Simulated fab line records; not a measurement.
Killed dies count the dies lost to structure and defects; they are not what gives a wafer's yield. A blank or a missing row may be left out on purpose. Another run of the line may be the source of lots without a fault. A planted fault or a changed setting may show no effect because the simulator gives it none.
fab line records	flow nandHarc
[record] lots = 24	wafers = 72	lastDay = 33
route steps=1302 shown A_CONTACT@1005
lots with no fault: from the same line, run without faults
startH: hours from the record's opening day to when the first of the lot's shown wafers began	waitH: hours from the lot's prior step to this one	" the same as in the row above	L1.1+2: a row that stands for several wafers	- no value, or no start given	* or withheld: withheld	< > ~ a bound
route shown NAME@n: NAME is a module with steps in the file, n the number in the route of the first one	usual: average and standard deviation across the fault-free wafers	same: alike in all rows	chamber/n: place in a boat	sites: per-site readings	_std_site: standard deviation across them	_edge_site: inner sites' mean taken away from outer sites' mean	radiusMm: for every site, how far away it sits from the centre of the wafer	mask NAME#n: copy n	behind: the most recent tool/chamber to have shaped the wafer	hold: cause of the lot's hold/its duration in hours/its outcome	device: the n, p or np transistor that did not switch	end of line: tests run on the same wafers once the route is complete	a step with no rows: only its recipe	killed: at the first sort, the dies lost to defects and structure; wafer yield is something else	map: a wafer's dies, x killed, . not, _ none there
set.NAME: the setting the step ran with; set.NAME@STEP: the setting that earlier step ran with	model.NAME: the simulator's own value behind a step, which no gauge read
steps of the route over a sample of lots; a table a step, a row a wafer
services: the hour from which a tool's chamber was out of use, counted from the record's first day as startH (under 0 if before that day), plus the number of hours and why
[[steps]]
[step NHARC_A_CONTACT_ETCH_111]
[recipe] sourceW = withheld	pressureMtorr = 20	biasV = withheld	timeS = 140	targetDepthA = 7000	arFlowSccm = withheld	c4f8FlowSccm = withheld	o2FlowSccm = withheld	chemistry = C4F8/O2/Ar
lot.wafer	tool	chamber	startH	waitH	rfHoursCounterH
L074.4	harCapEtch-03	1	485.16	-	-
L074.3	"	0	"	"	-
L074.5	"	0	"	"	-
L075.2	harCapEtch-02	1	509.01	-	83
L075.1	"	0	"	"	83
L075.5	"	0	"	"	-
L076.2	harCapEtch-03	1	509.34	-	44
L076.6	"	0	"	"	-
L076.5	"	1	"	"	-
L077.1	harCapEtch-03	0	521.69	-	47
L077.4	"	1	"	"	-
L077.5	"	1	"	"	-
L078.3	harCapEtch-03	0	532.01	-	-
L078.6	"	1	"	"	-
L078.5	"	0	"	"	-
L079.4	harCapEtch-01	1	554.93	-	-
L079.6	"	0	"	"	-
L079.5	"	1	"	"	-
L080.4	harCapEtch-03	0	558.40	-	-
L080.3	"	1	"	"	-
L080.6	"	1	"	"	-
L081.1	harCapEtch-03	1	573.45	-	55
L081.4	"	1	"	"	-
L081.5	"	1	"	"	-
L082.1	harCapEtch-02	0	574.28	-	94
L082.2	"	1	"	"	94
L082.3	"	1	"	"	-
L083.1	harCapEtch-02	1	590.94	-	97
L083.3	"	0	"	"	-
L083.6	"	0	"	"	-
L084.1	harCapEtch-02	0	599.13	-	100
L084.2	"	1	"	"	100
L084.5	"	1	"	"	-
L085.2	harCapEtch-03	1	599.98	-	61
L085.3	"	0	"	"	-
L085.6	"	0	"	"	-
L086.1	harCapEtch-02	1	607.15	-	102
L086.4	"	1	"	"	-
L086.6	"	0	"	"	-
L087.3	harCapEtch-02	1	621.25	-	-
L087.4	"	0	"	"	-
L087.6	"	0	"	"	-
L088.4	harCapEtch-02	0	634.58	-	-
L088.5	"	0	"	"	-
L088.6	"	1	"	"	-
L089.2	harCapEtch-01	1	641.21	-	19
L089.1	"	0	"	"	19
L089.4	"	1	"	"	-
L090.4	harCapEtch-02	0	644.57	-	-
L090.3	"	1	"	"	-
L090.5	"	1	"	"	-
L091.1	harCapEtch-01	1	681.00	-	25
L091.4	"	1	"	"	-
L091.5	"	0	"	"	-
L092.2	harCapEtch-03	1	682.14	-	74
L092.1	"	0	"	"	74
L092.3	"	1	"	"	-
L093.1	harCapEtch-02	1	691.22	-	116
L093.4	"	0	"	"	-
L093.5	"	1	"	"	-
L094.3	harCapEtch-01	1	691.47	-	-
L094.5	"	0	"	"	-
L094.6	"	1	"	"	-
L095.2	harCapEtch-01	1	710.97	-	32
L095.4	"	1	"	"	-
L095.6	"	1	"	"	-
L097.2	harCapEtch-02	1	723.40	-	122
L097.1	"	0	"	"	122
L097.6	"	0	"	"	-
L096.1	harCapEtch-01	1	726.60	-	35
L096.2	"	0	"	"	35
L096.5	"	0	"	"	-
[step NHARC_A_CONTACT_ETCH_114]
[recipe] sourceW = withheld	pressureMtorr = 20	biasV = 3000	timeS = 190	targetDepthA = 18500	arFlowSccm = withheld	c4f8FlowSccm = withheld	o2FlowSccm = withheld	chemistry = C4F8/O2/Ar
lot.wafer	tool	chamber	startH	waitH	rfHoursCounterH
L074.4	harCapEtch-03	1	485.69	0.1	-
L074.3	"	0	"	"	-
L074.5	"	0	"	"	-
L075.2	harCapEtch-02	1	509.55	0.1	84
L075.1	"	0	"	"	84
L075.5	"	0	"	"	-
L076.2	harCapEtch-03	1	509.88	0.1	45
L076.6	"	0	"	"	-
L076.5	"	1	"	"	-
L077.1	harCapEtch-03	0	522.23	0.1	47
L077.4	"	1	"	"	-
L077.5	"	1	"	"	-
L078.3	harCapEtch-03	0	532.53	0.1	-
L078.6	"	1	"	"	-
L078.5	"	0	"	"	-
L079.4	harCapEtch-01	1	555.45	0.1	-
L079.6	"	0	"	"	-
L079.5	"	1	"	"	-
L080.4	harCapEtch-03	0	558.93	0.1	-
L080.3	"	1	"	"	-
L080.6	"	1	"	"	-
L081.1	harCapEtch-03	1	574.06	0.1	56
L081.4	"	1	"	"	-
L081.5	"	1	"	"	-
L082.1	harCapEtch-02	0	574.82	0.1	94
L082.2	"	1	"	"	94
L082.3	"	1	"	"	-
L083.1	harCapEtch-02	1	591.48	0.1	98
L083.3	"	0	"	"	-
L083.6	"	0	"	"	-
L084.1	harCapEtch-02	0	599.67	0.1	100
L084.2	"	1	"	"	100
L084.5	"	1	"	"	-
L085.2	harCapEtch-03	1	600.52	0.1	61
L085.3	"	0	"	"	-
L085.6	"	0	"	"	-
L086.1	harCapEtch-02	1	607.69	0.1	102
L086.4	"	1	"	"	-
L086.6	"	0	"	"	-
L087.3	harCapEtch-02	1	621.78	0.1	-
L087.4	"	0	"	"	-
L087.6	"	0	"	"	-
L088.4	harCapEtch-02	0	635.11	0.1	-
L088.5	"	0	"	"	-
L088.6	"	1	"	"	-
L089.2	harCapEtch-01	1	641.76	0.1	20
L089.1	"	0	"	"	20
L089.4	"	1	"	"	-
L090.4	harCapEtch-02	0	645.10	0.1	-
L090.3	"	1	"	"	-
L090.5	"	1	"	"	-
L091.1	harCapEtch-01	1	681.54	0.1	25
L091.4	"	1	"	"	-
L091.5	"	0	"	"	-
L092.2	harCapEtch-03	1	682.68	0.1	75
L092.1	"	0	"	"	75
L092.3	"	1	"	"	-
L093.1	harCapEtch-02	1	691.76	0.1	116
L093.4	"	0	"	"	-
L093.5	"	1	"	"	-
L094.3	harCapEtch-01	1	692.00	0.1	-
L094.5	"	0	"	"	-
L094.6	"	1	"	"	-
L095.2	harCapEtch-01	1	711.50	0.1	33
L095.4	"	1	"	"	-
L095.6	"	1	"	"	-
L097.2	harCapEtch-02	1	723.94	0.1	123
L097.1	"	0	"	"	123
L097.6	"	0	"	"	-
L096.1	harCapEtch-01	1	727.14	0.1	35
L096.2	"	0	"	"	35
L096.5	"	0	"	"	-
[step NHARC_A_CONTACT_ETCH_96]
[recipe] targetDepthA = 200	overEtchFrac = 0.5	timeS = 10	ionEnergyEv = 250	c4f6FlowSccm = 25	o2FlowSccm = 20	arFlowSccm = 500	rfW = 600	biasW = 500	chemistry = C4F6/O2
[usual] drypumpMotorCurrentA = 5.7/0.45	mfcArSccm = 499.6/1.3	oesProductAu = 0.973/0.028	rfVppV = 547/3.1	showerheadPlenumPTorr = 3.94/0.14	throttleValvePct = 26.904/0.0095
lot.wafer	tool	chamber	startH	waitH	drypumpMotorCurrentA	mfcArSccm	oesProductAu	rfHoursCounterH	rfVppV	showerheadPlenumPTorr	throttleValvePct
L074.3	rieDiel-04	2	-	-	5.7	498.7	0.943	42	548	3.96	26.910
L074.4	"	1	"	"	5.5	500.0	0.947	39	551	4.10	26.899
L074.5	"	3	"	"	5.6	498.7	0.954	-	549	3.97	26.894
L075.2	rieDiel-08	1	-	-	5.7	499.0	0.987	23	548	3.98	26.898
L075.1	"	0	"	"	6.8	497.5	1.001	26	549	4.02	26.899
L075.5	"	1	"	"	5.8	497.3	0.982	-	549	3.98	26.899
L076.2	rieDiel-07	1	-	-	5.9	500.2	0.960	8	551	4.16	26.903
L076.6	"	0	"	"	5.2	498.8	0.949	-	548	4.02	26.897
L076.5	"	1	"	"	5.9	500.9	0.963	-	551	4.16	26.911
L077.1	rieDiel-04	0	-	-	5.8	501.3	0.955	49	549	4.12	26.911
L077.4	"	1	"	"	5.5	498.5	0.957	51	550	4.09	26.913
L077.5	"	0	"	"	5.8	501.5	0.951	-	553	4.12	26.903
L078.3	rieDiel-07	3	-	-	5.4	497.7	0.947	13	553	4.14	26.897
L078.6	"	2	"	"	5.2	500.3	0.924	-	545	3.77	26.921
L078.5	"	3	"	"	5.4	498.9	0.944	-	551	4.15	26.911
L079.4	rieDiel-04	1	558.27	0.3	5.5	502.0	0.962	-	550	4.09	26.916
L079.6	"	2	"	"	5.6	499.4	0.967	-	548	3.94	26.884
L079.5	"	3	"	"	5.6	499.1	0.975	-	547	3.95	26.908
L080.4	rieDiel-08	2	-	-	5.4	499.1	0.943	1	542	3.79	26.909
L080.3	"	0	"	"	6.8	499.3	0.954	2	549	4.02	26.900
L080.6	"	2	"	"	5.4	499.5	0.940	-	543	3.79	26.906
L081.1	rieDiel-08	2	-	-	5.4	499.8	1.006	4	545	3.79	26.895
L081.4	"	0	"	"	6.8	500.4	0.993	4	550	4.02	26.896
L081.5	"	2	"	"	5.4	499.9	1.000	-	544	3.79	26.917
L082.3	rieDiel-07	3	-	-	5.4	500.0	0.992	32	552	4.13	26.906
L082.1	"	0	"	"	5.2	499.3	1.004	26	549	4.01	26.902
L082.2	"	2	"	"	5.2	498.2	1.009	33	543	3.76	26.902
L083.1	rieDiel-08	1	-	-	5.8	500.1	0.977	7	548	3.97	26.921
L083.3	"	2	"	"	5.4	499.2	1.006	7	545	3.78	26.916
L083.6	"	1	"	"	5.7	499.1	0.987	-	547	3.97	26.912
L084.2	rieDiel-08	0	-	-	6.8	499.4	0.935	10	550	4.01	26.890
L084.1	"	2	"	"	5.4	500.0	0.948	9	543	3.78	26.896
L084.5	"	0	"	"	6.8	499.5	0.947	-	547	4.01	26.900
L085.3	rieDiel-04	0	603.21	0.1	5.8	499.7	1.009	12	552	4.11	26.909
L085.2	"	1	"	"	5.5	498.0	0.990	25	549	4.08	26.905
L085.6	"	1	"	"	5.5	500.1	0.986	-	550	4.08	26.896
L086.4	rieDiel-04	2	-	-	5.7	498.7	0.928	23	546	3.93	26.909
L086.1	"	1	"	"	5.5	500.2	0.932	26	551	4.07	26.894
L086.6	"	2	"	"	5.7	499.0	0.931	-	546	3.93	26.917
L087.3	rieDiel-08	0	-	-	6.8	501.8	1.009	15	550	4.01	26.904
L087.4	"	1	"	"	5.8	499.7	0.991	15	547	3.96	26.894
L087.6	"	3	"	"	5.4	498.7	1.017	-	544	3.73	26.905
L088.4	rieDiel-08	1	637.75	0.1	5.8	501.8	0.948	-	548	3.96	26.907
L088.5	"	2	"	"	5.4	500.9	0.951	-	544	3.78	26.907
L088.6	"	3	"	"	5.4	498.6	0.958	-	543	3.73	26.909
L089.4	rieDiel-07	2	-	-	5.2	497.4	0.940	54	543	3.74	26.891
L089.2	"	3	"	"	5.4	500.2	0.923	51	552	4.12	26.896
L089.1	"	0	"	"	5.2	495.0	0.957	52	547	3.99	26.912
L090.4	rieDiel-08	0	-	-	6.8	499.7	1.020	16	549	4.01	26.889
L090.3	"	2	"	"	5.4	499.7	0.958	18	544	3.78	26.912
L090.5	"	3	"	"	5.4	498.8	0.962	-	542	3.73	26.886
L091.1	rieDiel-08	2	-	-	5.4	498.2	0.934	23	544	3.78	26.896
L091.4	"	3	"	"	5.3	497.7	0.950	23	544	3.73	26.916
L091.5	"	1	"	"	5.8	499.3	0.946	-	548	3.96	26.887
L092.1	rieDiel-08	2	-	-	5.3	502.4	0.993	23	543	3.78	26.917
L092.2	"	3	"	"	5.4	498.0	1.013	23	541	3.73	26.885
L092.3	"	0	"	"	6.8	499.4	1.001	22	549	4.01	26.916
L093.4	rieDiel-07	2	-	-	5.1	500.9	0.993	10	543	3.74	26.912
L093.1	"	3	"	"	5.4	500.7	0.996	13	550	4.11	26.894
L093.5	"	1	"	"	5.9	498.3	1.006	-	553	4.12	26.900
L094.3	rieDiel-08	0	-	-	6.8	499.0	1.007	25	549	4.01	26.905
L094.6	"	0	"	"	6.8	501.9	1.008	-	548	4.01	26.895
L094.5	"	1	"	"	5.8	500.2	1.000	-	548	3.96	26.888
L095.2	rieDiel-08	0	-	-	6.8	502.4	0.969	28	548	4.00	26.915
L095.4	"	2	"	"	5.4	497.9	0.941	30	544	3.77	26.898
L095.6	"	1	"	"	5.7	499.6	0.933	-	547	3.95	26.899
L097.2	rieDiel-04	1	726.62	0.1	5.5	498.7	1.001	3	551	4.05	26.897
L097.1	"	3	"	"	5.6	499.2	0.997	3	547	3.93	26.907
L097.6	"	1	"	"	5.5	499.2	1.004	-	550	4.05	26.889
L096.1	rieDiel-07	1	-	-	5.8	501.6	0.978	24	552	4.12	26.890
L096.2	"	2	"	"	5.2	500.0	0.970	24	543	3.73	26.891
L096.5	"	0	"	"	5.2	499.5	0.969	-	549	3.98	26.913
[step NHARC_A_CONTACT_DEP_58]
[recipe] targetThkA = 900	targetThkNm = 90	tempC = 400	pressureTorr = 3.5	flowSccm = 200	rfW = 350	material = SiON
[usual] heaterPowerW = 742/86
lot.wafer	tool	chamber	startH	waitH	heaterPowerW	sinceWetCleanH
L074.3	pecvd-02	1	495.77	1.6	831	75
L074.5	"	1	"	"	855	-
L074.4	"	0	"	"	771	-
L075.2	pecvd-02	2	516.50	2.1	720	95
L075.1	"	1	"	"	797	95
L075.5	"	2	"	"	726	-
L076.2	pecvd-01	2	516.93	2.2	630	12
L076.6	"	0	"	"	920	-
L076.5	"	1	"	"	766	-
L077.1	pecvd-03	2	532.65	2.8	650	153
L077.4	"	1	"	"	748	-
L077.5	"	2	"	"	642	-
L078.3	pecvd-02	0	539.43	1.7	635	118
L078.5	"	2	"	"	686	-
L078.6	"	1	"	"	794	-
L079.4	pecvd-03	2	567.51	1.2	761	-
L079.5	"	0	"	"	618	-
L079.6	"	2	"	"	770	-
L080.3	pecvd-03	0	570.66	1.7	591	-
L080.4	"	2	"	"	729	-
L080.6	"	0	"	"	610	-
L081.1	pecvd-02	0	583.35	2.7	738	162
L081.4	"	0	"	"	746	-
L081.5	"	2	"	"	717	-
L082.3	pecvd-01	1	583.47	1.6	824	78
L082.1	"	2	"	"	595	78
L082.2	"	0	"	"	879	78
L083.1	pecvd-02	2	602.21	2.8	760	0
L083.3	"	0	"	"	766	0
L083.6	"	0	"	"	775	-
L084.1	pecvd-01	1	607.58	2.7	772	102
L084.2	"	2	"	"	655	102
L084.5	"	0	"	"	799	-
L085.2	pecvd-01	2	608.71	2.2	700	104
L085.3	"	0	"	"	845	104
L085.6	"	2	"	"	700	-
L086.1	pecvd-02	1	615.52	2.7	861	13
L086.4	"	0	"	"	675	-
L086.6	"	1	"	"	852	-
L087.3	pecvd-02	1	628.89	1.7	744	27
L087.6	"	2	"	"	794	-
L087.4	"	0	"	"	666	-
L088.5	pecvd-01	2	644.82	0.6	604	-
L088.4	"	0	"	"	873	-
L088.6	"	1	"	"	677	-
L089.1	pecvd-01	2	648.70	2.7	723	144
L089.2	"	1	"	"	822	144
L089.4	"	1	"	"	810	-
L090.3	pecvd-02	1	651.98	1.7	811	50
L090.4	"	1	"	"	831	-
L090.5	"	2	"	"	788	-
L091.1	pecvd-01	2	691.22	2.8	656	5
L091.5	"	1	"	"	718	-
L091.4	"	2	"	"	674	-
L092.2	pecvd-01	0	691.74	2.2	802	6
L092.3	"	1	"	"	688	6
L092.1	"	2	"	"	693	6
L093.1	pecvd-01	2	698.68	2.7	636	13
L093.4	"	2	"	"	647	-
L093.5	"	0	"	"	811	-
L094.3	pecvd-02	0	698.95	1.7	779	97
L094.6	"	1	"	"	882	-
L094.5	"	0	"	"	632	-
L095.2	pecvd-01	2	718.41	2.2	721	32
L095.6	"	1	"	"	751	-
L095.4	"	0	"	"	918	-
L097.2	pecvd-01	1	731.58	2.2	698	45
L097.1	"	2	"	"	607	45
L097.6	"	2	"	"	624	-
L096.2	pecvd-02	2	734.77	2.1	765	133
L096.1	"	1	"	"	839	133
L096.5	"	0	"	"	651	-
[step NHARC_A_CONTACT_INSPECT_71]
[usual] rawDefectCount = 79/38
lot.wafer	tool	chamber	startH	waitH	rawDefectCount
L074.3	defectInspect-02	-	496.62	0.0	67
L074.4	"	-	"	"	71
L074.5	"	-	"	"	81
L075.1	defectInspect-01	-	517.21	0.0	169
L075.2	"	-	"	"	146
L075.5	"	-	"	"	160
L076.2	defectInspect-02	-	517.77	0.0	21
L076.5	"	-	"	"	21
L076.6	"	-	"	"	13
L077.1	defectInspect-02	-	533.31	0.0	99
L077.4	"	-	"	"	112
L077.5	"	-	"	"	96
L078.3	defectInspect-02	-	540.25	0.0	54
L078.5	"	-	"	"	57
L078.6	"	-	"	"	49
L079.4	defectInspect-02	-	568.31	0.0	97
L079.5	"	-	"	"	86
L079.6	"	-	"	"	102
L080.3	defectInspect-01	-	571.38	0.0	125
L080.4	"	-	"	"	97
L080.6	"	-	"	"	127
L081.1	defectInspect-02	-	584.20	0.0	65
L081.4	"	-	"	"	63
L081.5	"	-	"	"	75
L082.1	defectInspect-02	-	584.35	0.0	121
L082.2	"	-	"	"	128
L082.3	"	-	"	"	103
L083.1	defectInspect-02	-	603.02	0.0	140
L083.3	"	-	"	"	142
L083.6	"	-	"	"	138
L084.1	defectInspect-01	-	608.43	0.0	49
L084.2	"	-	"	"	70
L084.5	"	-	"	"	65
L085.2	defectInspect-02	-	609.52	0.0	100
L085.3	"	-	"	"	87
L085.6	"	-	"	"	96
L086.1	defectInspect-01	-	616.33	0.0	14
L086.4	"	-	"	"	15
L086.6	"	-	"	"	14
L087.3	defectInspect-01	-	629.68	0.0	99
L087.4	"	-	"	"	101
L087.6	"	-	"	"	71
L088.4	defectInspect-02	-	645.58	0.0	88
L088.5	"	-	"	"	101
L088.6	"	-	"	"	95
L089.1	defectInspect-01	-	649.54	0.0	100
L089.2	"	-	"	"	94
L089.4	"	-	"	"	96
L090.3	defectInspect-02	-	652.79	0.0	23
L090.4	"	-	"	"	27
L090.5	"	-	"	"	27
L091.1	defectInspect-02	-	692.01	0.0	117
L091.4	"	-	"	"	117
L091.5	"	-	"	"	113
L092.1	defectInspect-02	-	692.62	0.0	83
L092.2	"	-	"	"	84
L092.3	"	-	"	"	71
L093.1	defectInspect-01	-	699.49	0.0	35
L093.4	"	-	"	"	35
L093.5	"	-	"	"	31
L094.3	defectInspect-01	-	699.62	0.0	54
L094.5	"	-	"	"	72
L094.6	"	-	"	"	82
L095.2	defectInspect-02	-	719.23	0.0	13
L095.4	"	-	"	"	21
L095.6	"	-	"	"	18
L097.1	defectInspect-02	-	732.44	0.0	108
L097.2	"	-	"	"	92
L097.6	"	-	"	"	95
L096.1	defectInspect-01	-	735.61	0.0	58
L096.2	"	-	"	"	52
L096.5	"	-	"	"	52
[step NHARC_A_CONTACT_DEP_85]
[recipe] targetThkA = 600	targetThkNm = 60	tempC = 400	pressureTorr = 3.5	flowSccm = 200	rfW = 350	material = SiON
[usual] heaterPowerW = 736/91
lot.wafer	tool	chamber	startH	waitH	heaterPowerW	sinceWetCleanH
L074.3	pecvd-02	2	503.56	0.9	726	82
L074.5	"	0	"	"	761	-
L074.4	"	1	"	"	826	-
L076.2	pecvd-03	1	524.67	1.2	853	145
L076.6	"	2	"	"	698	-
L076.5	"	0	"	"	598	-
L075.1	pecvd-02	2	524.85	1.5	696	104
L075.2	"	0	"	"	643	104
L075.5	"	0	"	"	649	-
L077.1	pecvd-03	1	540.25	1.5	797	161
L077.5	"	1	"	"	830	-
L077.4	"	0	"	"	604	-
L078.3	pecvd-02	1	550.14	0.9	793	129
L078.6	"	0	"	"	735	-
L078.5	"	1	"	"	803	-
L079.5	pecvd-02	2	575.44	0.4	683	-
L079.4	"	0	"	"	648	-
L079.6	"	1	"	"	810	-
L080.3	pecvd-03	1	578.32	0.9	763	18
L080.6	"	1	"	"	775	-
L080.4	"	2	"	"	766	-
L081.1	pecvd-03	1	591.41	1.6	873	31
L081.5	"	0	"	"	620	-
L081.4	"	2	"	"	761	-
L082.2	pecvd-03	2	592.06	1.2	726	32
L082.3	"	0	"	"	605	32
L082.1	"	1	"	"	917	32
L083.1	pecvd-02	0	612.32	1.5	736	10
L083.3	"	1	"	"	821	10
L083.6	"	0	"	"	771	-
L084.1	pecvd-01	2	617.24	1.5	636	112
L084.2	"	0	"	"	921	112
L084.5	"	2	"	"	620	-
L085.2	pecvd-01	1	619.42	1.2	698	114
L085.3	"	2	"	"	689	114
L085.6	"	0	"	"	774	-
L086.1	pecvd-03	1	623.81	1.5	829	63
L086.4	"	2	"	"	728	-
L086.6	"	0	"	"	558	-
L087.3	pecvd-01	0	641.13	0.9	787	136
L087.6	"	2	"	"	638	-
L087.4	"	0	"	"	771	-
L088.6	pecvd-01	2	653.29	0.1	717	-
L088.5	"	0	"	"	936	-
L088.4	"	1	"	"	794	-
L089.2	pecvd-01	2	657.51	1.2	632	152
L089.1	"	0	"	"	856	152
L089.4	"	1	"	"	802	-
L090.3	pecvd-01	2	659.82	1.0	710	155
L090.5	"	2	"	"	704	-
L090.4	"	0	"	"	845	-
L091.1	pecvd-03	1	702.22	1.4	801	142
L091.4	"	1	"	"	829	-
L091.5	"	0	"	"	670	-
L092.2	pecvd-01	2	702.45	1.2	692	16
L092.3	"	0	"	"	805	16
L092.1	"	1	"	"	728	16
L093.1	pecvd-02	1	706.99	1.5	765	105
L093.4	"	1	"	"	740	-
L093.5	"	2	"	"	732	-
L094.3	pecvd-01	1	707.72	0.9	763	22
L094.6	"	1	"	"	760	-
L094.5	"	0	"	"	921	-
L095.2	pecvd-03	1	726.53	1.2	875	166
L095.6	"	0	"	"	560	-
L095.4	"	1	"	"	874	-
L097.2	pecvd-03	0	741.44	1.2	569	0
L097.1	"	1	"	"	820	0
L097.6	"	1	"	"	821	-
L096.1	pecvd-01	1	743.20	1.5	680	57
L096.2	"	2	"	"	616	57
L096.5	"	2	"	"	616	-
[[services]]
tool	chamber	startH	hours	kind
harCapEtch-02	-	478.90	11.0	repair
pecvd-01	-	492.19	13.0	pm
harCapEtch-01	-	497.63	17.0	pm
rieDiel-04	-	532.93	9.0	pm
rieDiel-08	-	536.17	0.4	repair
rieDiel-08	-	544.87	9.0	pm
pecvd-03	-	547.39	13.0	pm
rieDiel-07	1	554.62	4.5	repair
rieDiel-07	0	555.62	7.3	repair
harCapEtch-03	-	566.91	0.3	repair
pecvd-02	-	589.10	13.0	pm
rieDiel-08	0	632.02	11.3	repair
pecvd-01	-	634.89	0.3	repair
rieDiel-08	3	663.73	13.8	repair
harCapEtch-03	-	665.38	0.3	repair
pecvd-02	0	665.63	2.0	repair
pecvd-01	-	673.19	13.0	pm
harCapEtch-03	-	712.64	2.1	repair
pecvd-02	1	712.69	3.6	repair
rieDiel-08	-	721.90	9.0	pm
pecvd-03	-	728.39	13.0	pm
pecvd-02	2	735.63	12.2	repair
rieDiel-08	0	737.35	3.4	repair
rieDiel-08	2	742.00	42.1	repair
[[key]]
fault none
